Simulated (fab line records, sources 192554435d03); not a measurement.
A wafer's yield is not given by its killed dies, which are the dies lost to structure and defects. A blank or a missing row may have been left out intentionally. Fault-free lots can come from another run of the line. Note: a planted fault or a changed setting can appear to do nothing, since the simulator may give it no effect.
Struck lot and sound lot, side by side :: flow n5_finfet :: 42 out of 1938 route steps
Sound: wafers L448.1, L448.5, L448.6. Wafers L462.2, L462.3, L462.6 were the ones struck. The cause is named last.
Each step with rows lists, per side, the tool, then ch with its chambers, then its first start. Under that, the readings that differ: sound wafers :: struck wafers :: difference of the means :: sigmas: that difference in standard deviations of wafers without a fault.
alike: a reading whose means differ by less than 2 such deviations, as well as words and numbers matching on both sides. not compared: withheld readings; readings where some wafer has no value; bounds like >300 that might hide an equal value; numbers whose values overlap and for which the record gives no deviation.
Wherever a step has rows on one side only, a row that says differs or no value, or a row with sigmas, the two part there. When numbers do not overlap yet have no deviation, they are printed without sigmas and do not part them. A reading that every wafer of one side lacks parts them only if that side has two wafers or more.

first, 2 steps without rows for these wafers: N5_BEOL_M5_STRIP_36 (strips in N2/H2); N5_BEOL_M5_TRENCH_ETCH_37 (etches SiCOH lowk in C4F6/O2, target depth 71.652 nm, time 24.7 s).
N5_BEOL_M5_ETCH_41: etches SiCN in CH3F/O2, target depth 31.5 nm, time 56.7 s.
  sound on rie_diel-05 ch 0,1; struck on rie_diel-05 ch 0,2,3
  alike: drypump_motor_current_A, oes_product_au, rf_vpp_V, showerhead_plenum_p_Torr, throttle_valve_pct
  not compared: rf_hours_counter_h
then, 1 step without rows for these wafers: N5_BEOL_M5_STRIP_91 (strips in N2/H2, time 10 s).
N5_BEOL_M5_OCD_MEAS_38:
  sound on ocd-02 at day 8 19:44; struck on ocd-01 at day 12 11:14
reading: trench_depth_nm (nm)
sound: 71.6 70.9 70.0
struck: 72.4 74.8 74.7
difference: +3.1
sigmas: +3
then, 4 steps without rows for these wafers: N5_BEOL_M5_HM_STRIP_39 (strips TiN in peroxide tin strip, target depth 25 nm, time 158 s); N5_BEOL_M5_SRD_40 (time 30 s); N5_BEOL_M5_PRECLEAN_42 (cleans in residue remover, time 60 s); N5_BEOL_M5_SRD_43 (time 30 s).
N5_BEOL_M5_CD_MEAS_35: target cd 28 nm, target cd y 24 nm.
  sound on cd_sem-02 at day 8 19:53; struck on cd_sem-02 at day 12 11:23
  alike: cd_nm
then, 1 step without rows for these wafers: N5_BEOL_M5_CURE_80 (cures SiCOH lowk, time 120 s).
N5_BEOL_M5_DEGAS_44: time 60 s.
  sound on pvd_sputter-02 at day 8 20:29; struck on pvd_sputter-03 at day 12 12:26
  alike: heater_power_w
N5_BEOL_M5_PRE_CLEAN_45: time 30 s.
  sound on pvd_sputter-02 at day 8 20:31; struck on pvd_sputter-03 at day 12 12:29
  alike: heater_power_w
then, 6 steps without rows for these wafers: N5_BEOL_M5_ALD_86 (deposits TaN, pulse time 2 s, purge time 3 s, co reactant purge time 2 s); N5_BEOL_M5_SURFACE_TREAT_87; N5_BEOL_M5_CVD_47 (deposits Co from CCTBA/H2, target thk 3 nm, time 216 s); N5_BEOL_M5_SPUTTER_48 (material Cu, target thk 15 nm, time 27.62 s); N5_BEOL_M5_ANNEAL_49 (time 1800 s); N5_BEOL_M5_SPUTTER_81 (material Cu, target thk 15 nm, time 27.62 s).
N5_BEOL_M5_ANNEAL_82: time 1800 s.
  sound on pvd_sputter-03 at day 8 22:22; struck on pvd_sputter-03 at day 12 14:21
  alike: heater_power_w
then, 8 steps without rows for these wafers: N5_BEOL_M5_SPUTTER_83 (material Cu, target thk 15 nm, time 27.62 s); N5_BEOL_M5_ANNEAL_84 (time 1800 s); N5_BEOL_M5_SPUTTER_88 (material Cu, target thk 15 nm, time 27.62 s); N5_BEOL_M5_ANNEAL_89 (time 1800 s); N5_BEOL_M5_SPUTTER_90 (material Cu, target thk 4.5 nm, time 8.29 s); N5_BEOL_M5_ECD_50 (material Cu, target thk 300 nm); N5_BEOL_M5_ANNEAL_51 (time 90 s); N5_BEOL_M5_CMP_52 (polishes, stops on SiCOH lowk, t overpolish 6.9 s, target thk 62 nm).
N5_BEOL_M5_THK_MEAS_53: measures by xrf.
  sound on film_metro-01 at day 9 02:20; struck on film_metro-01 at day 12 18:19
reading: M5_THK (nm)
sound: 60.1 60.0 59.3
struck: 61.6 64.5 65.0
difference: +3.9
sigmas: +3
then, 3 steps without rows for these wafers: N5_BEOL_M5_PRE_CLEAN_77 (time 15 s); N5_BEOL_M5_CO_CAP_78 (material Co, precursor CCTBA/H2, target thk 2 nm, time 102.1 s); N5_BEOL_M5_PRE_CLEAN_55 (time 15 s).
N5_BEOL_M5_DEP_56: deposits SiCN from 3MS/NH3, target thk 8 nm, time 14 s.
  sound on pecvd-01 ch 0,1,2, day 9 02:32; struck on pecvd-03 ch 0,1,2, day 12 18:31
reading: showerhead_plenum_p_Torr (Torr)
sound: 3.652 3.656 3.657
struck: 3.691 3.663 3.669
difference: +0.019
sigmas: +2
  alike: throttle_valve_pct
N5_BEOL_M5_RS_MEAS_57: measures by four-point-probe.
  sound on film_metro-02 at day 9 02:36; struck on film_metro-02 at day 12 18:35
reading: M5_RS (ohm/sq)
sound: 0.393 0.395 0.401
struck: 0.387 0.366 0.363
difference: -0.024
sigmas: -2
N5_BEOL_M6_ILD_DEP_00: deposits SiCOH lowk from DEMS/porogen, target thk 179.75 nm, time 33.4 s.
  sound on pecvd-04 ch 1,2, day 9 02:40; struck on pecvd-03 ch 1,2, day 12 18:38
  alike: heater_power_w, showerhead_plenum_p_Torr, throttle_valve_pct
then, 1 step without rows for these wafers: N5_BEOL_M6_CURE_74 (cures SiCOH lowk, time 240 s).
N5_BEOL_M6_THK_MEAS_01:
  sound on film_metro-01 at day 9 03:14; struck on film_metro-01 at day 12 19:13
  alike: M6_ILD_THK
then, 4 steps without rows for these wafers: N5_BEOL_M6_PECVD_70 (deposits SiO2 from TEOS/O2, target thk 20 nm, time 22.7 s); N5_BEOL_M6_HM_DEP_02 (deposits TiN, target thk 20 nm); N5_BEOL_M6_COAT_59 (time 60 s, resist thk 100 nm); N5_BEOL_M6_COAT_60 (time 60 s, resist thk 35 nm).
-- record jumps: 4 days separate the struck wafers' starts on either side; left off in module BEOL_M6, taken up again in module PASSIVATION, whose first shown step is the route's number 1936 --
N5_PASSIVATION_PROBE_49:
  record: rows for the struck wafers here (prober-02, day 16 17:13), none for the sound ones

WHERE THEY PART
Earliest at N5_BEOL_M5_OCD_MEAS_38; latest, in this record, at N5_PASSIVATION_PROBE_49.

WHY: what had been put in by the simulator
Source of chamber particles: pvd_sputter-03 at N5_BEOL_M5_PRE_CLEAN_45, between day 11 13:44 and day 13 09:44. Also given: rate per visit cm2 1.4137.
